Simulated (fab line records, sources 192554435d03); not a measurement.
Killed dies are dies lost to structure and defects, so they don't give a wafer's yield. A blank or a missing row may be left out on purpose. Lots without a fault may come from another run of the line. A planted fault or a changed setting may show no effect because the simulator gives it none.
fab line records | flow n5_finfet
record lots=24 wafers=72 last_day=19
route steps=1938 shown BEOL_M8@1389 BEOL_M9@1405
lots that met no fault: from a run of the same line without faults
start_h: hours from the record's first day to the start of the lot's first wafer shown | wait_h: hours since the lot's step before | " the same as in the row above | L1.1+2: a row that stands for several wafers | - no value, or no start given | * or withheld: withheld | < > ~ a bound
route shown NAME@n: a module of which the file shows steps, and the number in the route of the first | usual: mean/standard deviation of fault-free wafers | same: alike in all rows | chamber/n: place in a boat | sites: the reading at each site | _std_site: their standard deviation | _edge_site: outer sites' mean less inner sites' | radius_mm: how far each site lies from the wafer's centre | mask NAME#n: copy n | behind: the tool/chamber that last shaped the wafer | hold: why the lot was held/for how many hours/how that ended | device: the transistor (n, p or np) that didn't switch | end of line: the same wafers' tests at the end of the route | a step without rows: its recipe alone | killed: dies lost to structure and defects at the first sort, not the wafer's yield | map: a wafer's dies, x killed, . not, _ none there
set.NAME: the setting as run; set.NAME@STEP: as run at that earlier step | model.NAME: the simulator's own value behind a step, which no gauge read
steps of the route over a sample of lots; a table a step, a row a wafer
services: from which hour (start_h, from the record's first day; less than 0 if before it) a tool's chamber was out of use, for how many hours, and why
## steps
# step N5_BEOL_M8_ALD_77
# recipe material=TaN target_thk_a=20 temp_c=275 ald_precursor_family=PDMAT ald_co_reactant=NH3 pressure_torr=3 carrier_flow_sccm=1500 pulse_time_s=2 purge_time_s=3 co_reactant_purge_time_s=2 co_reactant_pulse_time_s=3 ald_cycles=40 precursor_vessel_temp_c=75 precursor_vessel_pressure_torr=26.25 precursor_vessel_carrier_sccm=1000
# usual heater_power_w=400/40 mfc_carrier_sccm=1500/4.7 precursor_vessel_carrier_sccm=1000.4/2.9
# columns lot.wafer tool chamber start_h wait_h heater_power_w mfc_carrier_sccm precursor_vessel_carrier_sccm
L074.1 ald_metal-01 1 209.82 0.0 388 1498 995.0
L074.2 " 3 " " 379 1497 1001.9
L074.6 " 0 " " 484 1501 1001.9
L077.2 ald_metal-03 0 225.29 0.2 361 1501 1003.5
L077.3 " 1 " " 428 1495 1000.6
L077.5 " 3 " " 449 1501 1002.1
L075.2 ald_metal-01 1 229.90 0.1 393 1506 999.5
L075.3 " 0 " " 481 1494 1000.5
L075.5 " 0 " " 473 1499 997.9
L079.1 ald_metal-01 1 235.39 0.0 393 1499 1000.9
L079.3 " 3 " " 383 1504 999.5
L079.4 " 0 " " 471 1491 1002.7
L078.3 ald_metal-03 0 235.89 0.0 347 1496 996.6
L078.4 " 1 " " 423 1505 997.6
L078.6 " 1 " " 430 1512 1000.8
L076.3 ald_metal-01 3 236.02 0.0 378 1498 1000.9
L076.4 " 0 " " 467 1504 998.4
L076.5 " 1 " " 383 1508 998.1
L081.4 ald_metal-03 1 270.71 0.2 436 1494 1000.6
L081.5 " 2 " " 417 1504 1000.9
L081.6 " 3 " " 458 1505 1002.2
L082.1 ald_metal-01 0 270.73 0.0 465 1497 1002.8
L082.2 " 2 " " 396 1491 996.3
L082.4 " 3 " " 385 1497 1002.2
L083.1 ald_metal-04 1 275.33 0.0 378 1496 998.9
L083.4 " 2 " " 445 1499 1004.8
L083.5 " 0 " " 363 1492 1002.4
L080.3 ald_metal-01 2 275.55 0.0 380 1497 999.7
L080.4 " 3 " " 383 1493 996.0
L080.5 " 0 " " 481 1507 1001.8
L084.4 ald_metal-03 0 277.34 0.0 365 1505 1004.1
L084.5 " 1 " " 435 1501 1001.5
L084.6 " 2 " " 433 1503 1001.0
L085.1 ald_metal-04 1 281.86 0.0 376 1498 1003.1
L085.2 " 0 " " 359 1502 1004.8
L085.6 " 0 " " 348 1499 999.3
L086.2 ald_metal-01 1 292.31 0.1 379 1503 997.5
L086.3 " 3 " " 381 1503 993.0
L086.4 " 0 " " 480 1498 998.3
L090.1 ald_metal-01 0 305.51 0.1 474 1496 1003.5
L090.2 " 2 " " 402 1499 1003.7
L090.4 " 3 " " 384 1502 998.5
L087.2 ald_metal-04 1 319.83 0.1 380 1506 1002.7
L087.3 " 2 " " 443 1490 998.6
L087.4 " 0 " " 359 1500 1003.0
L088.1 ald_metal-03 2 322.46 0.0 431 1505 1002.1
L088.3 " 0 " " 367 1498 999.6
L088.5 " 0 " " 361 1498 1003.6
L089.2 ald_metal-04 2 326.41 0.1 430 1498 994.6
L089.4 " 3 " " 356 1498 999.3
L089.5 " 3 " " 361 1495 999.2
L091.2 ald_metal-04 0 329.12 0.0 363 1499 999.1
L091.4 " 3 " " 363 1508 1001.0
L091.5 " 1 " " 381 1500 1001.8
L092.1 ald_metal-03 1 351.05 0.0 440 1498 999.3
L092.2 " 0 " " 351 1501 1002.5
L092.3 " 3 " " 450 1500 999.3
L094.2 ald_metal-04 2 365.89 0.0 373 1507 998.8
L094.3 " 1 " " 364 1500 998.4
L094.4 " 3 " " 351 1503 1001.8
L097.2 ald_metal-01 1 372.91 0.0 385 1509 1001.3
L097.4 " 3 " " 382 1504 1001.7
L097.6 " 3 " " 367 1499 998.1
L093.1 ald_metal-04 1 373.23 0.0 360 1495 1004.4
L093.2 " 2 " " 370 1499 1004.5
L093.4 " 3 " " 349 1503 997.7
L096.2 ald_metal-04 0 377.62 0.0 343 1495 995.6
L096.3 " 1 " " 363 1500 995.2
L096.5 " 3 " " 347 1500 999.8
L095.3 ald_metal-03 2 382.49 0.0 431 1500 1000.6
L095.4 " 1 " " 430 1490 1002.2
L095.5 " 1 " " 438 1496 1000.4
# step N5_BEOL_M9_HM_DEP_02
# recipe material=TiN target_thk_a=200 temp_c=25 chamber_pressure_pa=0.49996
# usual chamber_pressure_pa=0.5000/0.0011 throttle_valve_pct=29.3/1.1
# columns lot.wafer tool chamber start_h wait_h chamber_pressure_pa throttle_valve_pct
L074.1 pvd_sputter-02 - 213.04 0.8 0.4987 28.6
L074.2 " - " " 0.5004 26.9
L074.6 " - " " 0.4984 30.3
L077.2 pvd_sputter-03 - 229.90 1.5 0.5001 30.0
L077.3 " - " " 0.4990 30.1
L077.5 " - " " 0.4984 28.9
L075.2 pvd_sputter-03 - 234.60 1.9 0.5006 29.9
L075.3 " - " " 0.4993 29.2
L075.5 " - " " 0.5003 29.2
L079.1 pvd_sputter-03 - 241.04 3.1 0.5011 29.6
L079.3 " - " " 0.5008 29.2
L079.4 " - " " 0.4986 30.0
L078.3 pvd_sputter-03 - 241.14 2.8 0.5004 28.9
L078.4 " - " " 0.5015 29.4
L078.6 " - " " 0.4999 28.9
L076.3 pvd_sputter-03 - 241.34 2.2 0.5017 30.0
L076.4 " - " " 0.5011 30.0
L076.5 " - " " 0.5007 29.1
L081.4 pvd_sputter-02 - 273.52 0.6 0.4997 30.5
L081.5 " - " " 0.5019 28.3
L081.6 " - " " 0.4998 27.0
L082.1 pvd_sputter-02 - 273.62 0.4 0.4994 26.7
L082.2 " - " " 0.4991 30.1
L082.4 " - " " 0.5007 30.6
L083.1 pvd_sputter-02 - 277.76 0.2 0.4993 30.3
L083.4 " - " " 0.4989 26.5
L083.5 " - " " 0.4998 30.7
L080.3 pvd_sputter-02 - 278.34 0.4 0.5002 30.4
L080.4 " - " " 0.5009 26.8
L080.5 " - " " 0.5012 30.4
L084.4 pvd_sputter-02 - 281.35 1.8 0.5001 26.6
L084.5 " - " " 0.5001 28.4
L084.6 " - " " 0.4996 30.4
L085.1 pvd_sputter-02 - 284.29 0.2 0.4976 28.8
L085.2 " - " " 0.4979 30.5
L085.6 " - " " 0.5002 30.3
L086.2 pvd_sputter-01 - 297.88 1.3 0.4998 28.5
L086.3 " - " " 0.5009 29.9
L086.4 " - " " 0.5000 28.7
L090.1 pvd_sputter-01 - 309.66 1.7 0.4971 29.9
L090.2 " - " " 0.4997 29.1
L090.4 " - " " 0.5000 28.6
L087.2 pvd_sputter-01 - 325.28 2.7 0.5004 30.1
L087.3 " - " " 0.4999 28.7
L087.4 " - " " 0.5013 29.9
L088.1 pvd_sputter-02 - 325.65 0.3 0.4999 26.8
L088.3 " - " " 0.4991 30.6
L088.5 " - " " 0.5002 28.8
L089.2 pvd_sputter-02 - 331.63 1.6 0.5004 30.6
L089.4 " - " " 0.5004 26.6
L089.5 " - " " 0.4996 28.6
L091.2 pvd_sputter-03 - 332.27 0.4 0.5014 29.5
L091.4 " - " " 0.4979 29.2
L091.5 " - " " 0.5008 29.3
L092.1 pvd_sputter-01 - 357.06 1.9 0.4983 30.0
L092.2 " - " " 0.5014 28.5
L092.3 " - " " 0.5002 29.2
L094.2 pvd_sputter-03 - 369.80 1.5 0.5009 29.4
L094.3 " - " " 0.5010 29.9
L094.4 " - " " 0.5002 29.9
L097.2 pvd_sputter-01 - 376.10 0.9 0.4985 28.9
L097.4 " - " " 0.5007 30.5
L097.6 " - " " 0.5016 28.4
L093.1 pvd_sputter-01 - 376.56 0.9 0.5001 28.2
L093.2 " - " " 0.5021 29.9
L093.4 " - " " 0.5016 30.5
L096.2 pvd_sputter-02 - 382.01 1.0 0.5011 26.4
L096.3 " - " " 0.5000 28.3
L096.5 " - " " 0.5013 28.8
L095.3 pvd_sputter-01 - 385.99 0.8 0.4993 28.6
L095.4 " - " " 0.4987 30.1
L095.5 " - " " 0.5003 28.4
# step N5_BEOL_M9_OVL_MEAS_12
# recipe points_per_wafer=44
# usual M9_OVL=-0.2/0.79
# columns lot.wafer tool chamber start_h wait_h M9_OVL[nm]
L074.1 overlay-01 0 213.45 0.0 0.4
L074.2 " 0 " " 1.0
L074.6 " 0 " " 0.9
L077.2 overlay-01 0 230.30 0.0 0.6
L077.3 " 0 " " 1.4
L077.5 " 0 " " 0.0
L075.2 overlay-01 0 235.13 0.0 -0.2
L075.3 " 0 " " 1.4
L075.5 " 0 " " -0.2
L079.1 overlay-02 0 241.45 0.0 0.2
L079.3 " 0 " " -0.9
L079.4 " 0 " " -0.6
L078.3 overlay-01 0 241.67 0.0 -0.5
L078.4 " 0 " " 0.6
L078.6 " 0 " " 0.0
L076.3 overlay-02 0 241.87 0.0 -0.9
L076.4 " 0 " " 0.3
L076.5 " 0 " " -0.8
L081.4 overlay-01 0 274.05 0.0 -0.8
L081.5 " 0 " " 0.1
L081.6 " 0 " " -0.9
L082.1 overlay-02 0 274.21 0.0 -1.1
L082.2 " 0 " " -0.9
L082.4 " 0 " " -0.7
L083.1 overlay-01 0 278.28 0.0 0.6
L083.4 " 0 " " 0.4
L083.5 " 0 " " 0.9
L080.3 overlay-02 0 278.86 0.0 -0.2
L080.4 " 0 " " -0.6
L080.5 " 0 " " -0.2
L084.4 overlay-02 0 281.88 0.0 0.2
L084.5 " 0 " " -0.7
L084.6 " 0 " " 0.3
L085.1 overlay-02 0 284.69 0.0 -0.5
L085.2 " 0 " " -0.5
L085.6 " 0 " " 1.0
L086.2 overlay-02 0 298.28 0.0 0.0
L086.3 " 0 " " -0.3
L086.4 " 0 " " -0.5
L090.1 overlay-02 0 310.19 0.0 -0.6
L090.2 " 0 " " -0.4
L090.4 " 0 " " -0.6
L087.2 overlay-01 0 325.81 0.0 0.5
L087.3 " 0 " " 0.9
L087.4 " 0 " " 0.5
L088.1 overlay-02 0 326.18 0.0 -0.4
L088.3 " 0 " " -1.6
L088.5 " 0 " " -0.6
L089.2 overlay-01 0 332.03 0.0 -1.3
L089.4 " 0 " " -0.9
L089.5 " 0 " " -0.1
L091.2 overlay-01 0 332.80 0.0 1.4
L091.4 " 0 " " 0.8
L091.5 " 0 " " 0.7
L092.1 overlay-02 0 357.58 0.0 -1.2
L092.2 " 0 " " -1.0
L092.3 " 0 " " -1.1
L094.2 overlay-01 0 370.21 0.0 -0.1
L094.3 " 0 " " 0.0
L094.4 " 0 " " -0.2
L097.2 overlay-02 0 376.51 0.0 0.9
L097.4 " 0 " " 0.2
L097.6 " 0 " " 0.9
L093.1 overlay-01 0 377.09 0.0 -1.8
L093.2 " 0 " " -2.2
L093.4 " 0 " " -0.4
L096.2 overlay-02 0 382.54 0.0 -1.2
L096.3 " 0 " " 0.8
L096.5 " 0 " " 0.6
L095.3 overlay-02 0 386.52 0.0 -0.6
L095.4 " 0 " " -2.0
L095.5 " 0 " " -0.6
# step N5_BEOL_M9_OVL_MEAS_29
# recipe points_per_wafer=522
# usual V8_OVL=-0.1/0.55
# columns lot.wafer tool chamber start_h wait_h V8_OVL[nm]
L074.1 overlay-01 0 215.00 0.0 -0.4
L074.2 " 0 " " -1.0
L074.6 " 0 " " -0.5
L077.2 overlay-02 0 231.36 0.0 -0.5
L077.3 " 0 " " 0.1
L077.5 " 0 " " -0.1
L075.2 overlay-02 0 236.41 0.0 0.6
L075.3 " 0 " " -0.9
L075.5 " 0 " " -0.4
L079.1 overlay-02 0 247.30 0.0 -0.4
L079.3 " 0 " " -0.6
L079.4 " 0 " " -1.4
L078.3 overlay-02 0 247.48 0.0 -0.4
L078.4 " 0 " " 0.5
L078.6 " 0 " " -0.5
L076.3 overlay-01 0 247.51 0.0 -0.8
L076.4 " 0 " " 1.3
L076.5 " 0 " " -0.3
L082.1 overlay-02 0 275.68 0.0 -0.6
L082.2 " 0 " " -0.8
L082.4 " 0 " " -0.7
L081.4 overlay-01 0 275.87 0.0 -0.1
L081.5 " 0 " " -0.4
L081.6 " 0 " " 0.9
L083.1 overlay-01 0 281.41 0.0 0.5
L083.4 " 0 " " 0.7
L083.5 " 0 " " -0.3
L080.3 overlay-01 0 281.59 0.0 0.6
L080.4 " 0 " " -0.1
L080.5 " 0 " " 0.5
L084.4 overlay-02 0 283.24 0.0 0.3
L084.5 " 0 " " -0.2
L084.6 " 0 " " 0.3
L085.1 overlay-01 0 287.41 0.0 -0.2
L085.2 " 0 " " 1.0
L085.6 " 0 " " 0.1
L086.2 overlay-02 0 303.61 0.0 0.0
L086.3 " 0 " " 0.1
L086.4 " 0 " " 1.0
L090.1 overlay-01 0 312.32 0.0 -0.3
L090.2 " 0 " " -1.1
L090.4 " 0 " " -0.3
L088.1 overlay-01 0 327.51 0.0 0.6
L088.3 " 0 " " 0.9
L088.5 " 0 " " -0.1
L087.2 overlay-02 0 327.68 0.0 -0.2
L087.3 " 0 " " 0.3
L087.4 " 0 " " 0.2
L089.2 overlay-02 0 333.08 0.0 -1.0
L089.4 " 0 " " -0.6
L089.5 " 0 " " 0.2
L091.2 overlay-01 0 333.92 0.0 0.1
L091.4 " 0 " " -0.8
L091.5 " 0 " " 0.6
L092.1 overlay-02 0 359.92 0.0 -0.7
L092.2 " 0 " " -0.5
L092.3 " 0 " " -0.4
L094.2 overlay-01 0 372.95 0.0 -0.4
L094.3 " 0 " " -0.1
L094.4 " 0 " " -0.5
L097.2 overlay-01 0 379.07 0.0 -0.2
L097.4 " 0 " " 0.5
L097.6 " 0 " " -0.2
L093.1 overlay-01 0 379.26 0.0 0.6
L093.2 " 0 " " -0.7
L093.4 " 0 " " 0.0
L096.2 overlay-01 0 384.94 0.0 -0.5
L096.3 " 0 " " 0.3
L096.5 " 0 " " 0.0
L095.3 overlay-01 0 388.80 0.0 0.2
L095.4 " 0 " " -0.3
L095.5 " 0 " " -0.5
# step N5_BEOL_M9_DESCUM_33
# recipe chemistry=O2 time_s=7 source_power_w=50 bias_power_w=20 pressure_mtorr=20 rf_frequency_hz=2.712e+07 temp_c=40 resist=CAR-EUV o2_flow_sccm=225
# usual drypump_motor_current_A=6.0/0.49 oes_product_au=0.77/0.096 rf_vpp_V=242.9/1.3 showerhead_plenum_p_Torr=2.08/0.07 throttle_valve_pct=20.43/0.25
# columns lot.wafer tool chamber start_h wait_h drypump_motor_current_A oes_product_au rf_hours_counter_h rf_vpp_V showerhead_plenum_p_Torr throttle_valve_pct
L074.1 rie_diel-06 3 215.32 0.3 5.6 0.72 178 244.1 2.18 20.69
L074.2 " 2 " " 6.7 0.70 226 241.0 1.99 20.68
L074.6 " 1 " " 5.8 0.77 - 242.9 2.01 20.20
L077.2 rie_diel-02 1 231.47 0.1 5.7 0.70 188 246.3 2.17 20.50
L077.3 " 2 " " 5.8 0.69 230 242.5 2.06 20.48
L077.5 " 2 " " 5.9 0.69 - 242.2 2.06 20.48
L075.2 rie_diel-02 2 236.55 0.1 5.8 0.69 232 241.6 2.06 20.49
L075.3 " 3 " " 6.5 0.77 127 243.3 2.01 20.67
L075.5 " 2 " " 5.9 0.68 - 241.2 2.06 20.50
L079.1 rie_diel-02 0 247.39 0.0 6.5 0.71 170 243.4 2.09 20.75
L079.3 " 2 " " 5.9 0.68 235 241.7 2.06 20.50
L079.4 " 1 " " 5.7 0.69 193 243.8 2.17 20.50
L078.3 rie_diel-06 3 247.56 0.0 5.5 0.70 187 244.7 2.17 20.70
L078.4 " 0 " " 6.4 0.88 - 243.2 2.13 20.23
L078.6 " 2 " " 6.7 0.69 - 241.9 1.99 20.70
L076.3 rie_diel-02 1 247.93 0.4 5.7 0.69 193 244.8 2.17 20.49
L076.4 " 2 " " 5.8 0.68 235 241.9 2.06 20.49
L076.5 " 2 " " 5.8 0.68 - 243.2 2.06 20.48
L082.1 rie_diel-06 3 275.77 0.0 5.6 0.70 195 244.7 2.17 20.70
L082.2 " 1 " " 5.7 0.75 170 241.0 2.01 20.21
L082.4 " 0 " " 6.4 0.88 60 243.5 2.13 20.24
L081.4 rie_diel-02 0 276.11 0.2 6.5 0.72 176 243.5 2.08 20.78
L081.5 " 1 " " 5.7 0.68 - 243.7 2.17 20.50
L081.6 " 2 " " 5.8 0.68 - 243.6 2.05 20.51
L083.1 rie_diel-02 2 281.50 0.0 5.9 0.68 245 243.9 2.05 20.51
L083.4 " 1 " " 5.7 0.69 202 244.3 2.17 20.52
L083.5 " 0 " " 6.5 0.72 - 243.2 2.08 20.77
L080.3 rie_diel-05 2 281.67 0.0 6.8 0.96 5 243.1 2.07 20.11
L080.4 " 1 " " 5.7 0.68 234 241.6 1.97 20.65
L080.5 " 3 " " 5.2 0.71 - 242.7 2.07 20.50
L084.4 rie_diel-05 3 283.65 0.4 5.2 0.71 227 240.1 2.07 20.49
L084.5 " 3 " " 5.2 0.70 - 243.6 2.07 20.50
L084.6 " 0 " " 5.9 0.86 - 243.5 2.13 19.96
L085.1 rie_diel-06 1 287.50 0.0 5.7 0.74 171 241.8 2.01 20.21
L085.2 " 3 " " 5.5 0.70 196 244.4 2.17 20.70
L085.6 " 1 " " 5.8 0.76 - 242.0 2.01 20.22
L086.2 rie_diel-05 1 303.70 0.0 5.7 0.68 240 241.5 1.97 20.65
L086.3 " 2 " " 6.7 0.94 10 242.9 2.07 20.11
L086.4 " 3 " " 5.2 0.71 233 243.2 2.07 20.51
L090.1 rie_diel-05 2 312.41 0.0 6.8 0.93 13 241.1 2.07 20.12
L090.2 " 0 " " 5.9 0.86 46 242.7 2.13 19.99
L090.4 " 3 " " 5.2 0.70 235 241.8 2.07 20.51
L088.1 rie_diel-02 1 327.60 0.0 5.7 0.68 217 245.0 2.16 20.53
L088.3 " 2 " " 5.9 0.99 1 242.7 2.05 20.20
L088.5 " 3 " " 6.5 0.74 - 241.2 2.00 20.70
L087.2 rie_diel-06 0 327.77 0.0 6.4 0.86 73 245.1 2.13 20.24
L087.3 " 2 " " 6.7 0.98 3 244.2 2.24 20.41
L087.4 " 3 " " 5.6 0.68 208 243.3 2.17 20.74
L089.2 rie_diel-05 1 333.17 0.0 5.7 0.68 248 240.8 1.96 20.66
L089.4 " 2 " " 6.8 0.91 20 240.9 2.06 20.12
L089.5 " 3 " " 5.2 0.71 - 242.8 2.06 20.53
L091.2 rie_diel-06 1 334.01 0.0 5.8 0.74 184 241.6 2.00 20.23
L091.4 " 3 " " 5.5 0.70 210 243.9 2.16 20.73
L091.5 " 3 " " 5.6 0.69 - 242.9 2.16 20.73
L092.1 rie_diel-06 2 360.01 0.0 6.7 0.95 13 244.4 2.24 20.42
L092.2 " 1 " " 5.8 0.73 192 241.4 2.00 20.24
L092.3 " 0 " " 6.4 0.84 83 243.0 2.12 20.25
L094.2 rie_diel-06 0 373.03 0.0 6.4 0.83 89 244.2 2.12 20.27
L094.3 " 1 " " 5.7 0.73 198 242.2 2.00 20.25
L094.4 " 0 " " 6.5 0.84 - 242.7 2.12 20.28
L097.2 rie_diel-05 0 379.15 0.0 5.9 0.82 70 243.2 2.12 20.03
L097.4 " 3 " " 5.2 0.98 - 243.2 2.06 20.21
L097.6 " 0 " " 5.9 0.83 - 244.2 2.12 20.01
L093.1 rie_diel-06 3 379.35 0.0 5.5 0.68 223 245.6 2.16 20.75
L093.2 " 1 " " 5.8 0.72 200 241.9 2.00 20.24
L093.4 " 3 " " 5.6 0.68 - 244.4 2.16 20.75
L096.2 rie_diel-05 0 385.02 0.0 5.9 0.83 73 244.6 2.12 20.02
L096.3 " 3 " " 5.2 0.97 5 242.2 2.06 20.21
L096.5 " 1 " " 5.7 0.66 - 242.1 1.96 20.67
L095.3 rie_diel-06 1 388.88 0.0 5.7 0.71 203 241.4 2.00 20.26
L095.4 " 2 " " 6.7 0.94 14 243.5 2.24 20.45
L095.5 " 2 " " 6.7 0.93 - 245.4 2.24 20.44
# step N5_BEOL_M9_ANNEAL_51
# recipe temp_c=225 time_s=90 ambient=N2
# usual anneal_temp_c_max=226.1/0.47 wafer_temp_C_max=226.1/0.32
# columns lot.wafer tool chamber start_h wait_h anneal_temp_c_max wafer_temp_C_max
L074.1 rtp_anneal-02 0 218.41 0.1 225.9 226.8
L074.2 " 0 " " 225.8 226.3
L074.6 " 0 " " 226.0 226.5
L077.2 rtp_anneal-01 0 235.48 0.1 227.1 226.0
L077.3 " 0 " " 227.0 225.9
L077.5 " 0 " " 226.2 226.2
L075.2 rtp_anneal-02 0 242.00 0.1 226.2 226.1
L075.3 " 0 " " 225.8 226.3
L075.5 " 0 " " 225.9 226.2
L079.1 rtp_anneal-02 0 249.50 0.1 226.0 226.6
L079.3 " 0 " " 225.9 226.5
L079.4 " 0 " " 225.9 226.5
L078.3 rtp_anneal-02 0 249.86 0.2 226.2 225.6
L078.4 " 0 " " 226.1 226.0
L078.6 " 0 " " 225.8 226.2
L076.3 rtp_anneal-02 0 250.98 0.7 225.8 226.2
L076.4 " 0 " " 226.0 226.5
L076.5 " 0 " " 225.8 226.7
L082.1 rtp_anneal-01 0 277.62 0.1 227.5 225.7
L082.2 " 0 " " 226.5 225.7
L082.4 " 0 " " 226.9 225.8
L081.4 rtp_anneal-02 0 278.30 0.2 225.9 226.4
L081.5 " 0 " " 225.8 226.4
L081.6 " 0 " " 226.1 226.2
L083.1 rtp_anneal-02 0 283.83 0.5 226.2 226.7
L083.4 " 0 " " 226.0 226.7
L083.5 " 0 " " 226.1 226.2
L080.3 rtp_anneal-02 0 284.64 0.6 225.6 226.4
L080.4 " 0 " " 225.5 226.3
L080.5 " 0 " " 225.4 226.2
L084.4 rtp_anneal-01 0 287.76 0.2 226.9 225.9
L084.5 " 0 " " 226.8 225.8
L084.6 " 0 " " 226.9 225.7
L085.1 rtp_anneal-02 0 289.54 0.1 225.8 226.2
L085.2 " 0 " " 225.6 226.4
L085.6 " 0 " " 225.7 226.2
L086.2 rtp_anneal-02 0 306.18 0.1 225.9 226.1
L086.3 " 0 " " 225.7 226.1
L086.4 " 0 " " 226.0 226.1
L090.1 rtp_anneal-01 0 314.74 0.3 226.7 225.6
L090.2 " 0 " " 227.1 226.0
L090.4 " 0 " " 227.1 225.4
L088.1 rtp_anneal-02 0 329.62 0.1 225.7 226.3
L088.3 " 0 " " 226.0 226.3
L088.5 " 0 " " 225.9 226.6
L087.2 rtp_anneal-01 0 330.69 0.7 227.2 225.6
L087.3 " 0 " " 226.4 225.8
L087.4 " 0 " " 226.3 225.6
L089.2 rtp_anneal-01 0 335.32 0.1 226.3 225.7
L089.4 " 0 " " 226.4 225.4
L089.5 " 0 " " 226.9 225.6
L091.2 rtp_anneal-02 0 336.34 0.1 226.0 226.5
L091.4 " 0 " " 225.4 226.4
L091.5 " 0 " " 225.9 226.0
L092.1 rtp_anneal-02 0 362.75 0.2 226.2 226.2
L092.2 " 0 " " 225.9 226.1
L092.3 " 0 " " 225.8 226.0
L094.2 rtp_anneal-02 0 375.83 0.4 225.6 226.2
L094.3 " 0 " " 225.9 226.1
L094.4 " 0 " " 225.7 226.5
L093.1 rtp_anneal-02 0 381.88 0.2 225.9 226.4
L093.2 " 0 " " 225.8 226.3
L093.4 " 0 " " 225.7 225.8
L097.2 rtp_anneal-02 0 382.31 0.3 226.1 226.3
L097.4 " 0 " " 226.0 226.2
L097.6 " 0 " " 225.8 226.0
L096.2 rtp_anneal-02 0 387.11 0.1 225.5 226.2
L096.3 " 0 " " 225.5 226.6
L096.5 " 0 " " 225.6 226.6
L095.3 rtp_anneal-02 0 390.89 0.2 225.8 226.5
L095.4 " 0 " " 226.0 226.3
L095.5 " 0 " " 226.1 226.2
## services
# columns tool chamber start_h hours kind
rie_diel-05 1 198.10 1.3 repair
rie_diel-06 3 216.58 5.0 repair
ald_metal-01 - 220.67 1.1 repair
ald_metal-04 3 232.94 - calibration
rie_diel-06 1 240.99 8.6 repair
rtp_anneal-01 - 244.32 0.9 pm
ald_metal-03 - 272.09 0.4 repair
rie_diel-06 2 304.96 - clean
rie_diel-06 2 304.96 - consumable_replace:focus_ring
rie_diel-06 2 304.96 - consumable_replace:showerhead
rie_diel-06 2 304.96 12.3 scheduled_down
rie_diel-06 2 304.96 12.3 vent_cycle
ald_metal-04 - 318.09 1.4 repair
rie_diel-06 1 319.92 6.7 repair
ald_metal-03 3 325.61 6.2 repair
ald_metal-04 - 337.48 14.0 pm
ald_metal-04 0 337.48 14.0 vent_cycle
ald_metal-04 1 337.48 14.0 vent_cycle
rie_diel-06 3 357.07 4.4 repair
rie_diel-05 2 361.93 29.1 repair
ald_metal-03 2 368.05 7.5 repair
pvd_sputter-01 - 370.77 4.7 repair
ald_metal-03 - 372.22 1.8 repair
ald_metal-03 - 387.20 6.0 pm
## key
fault none
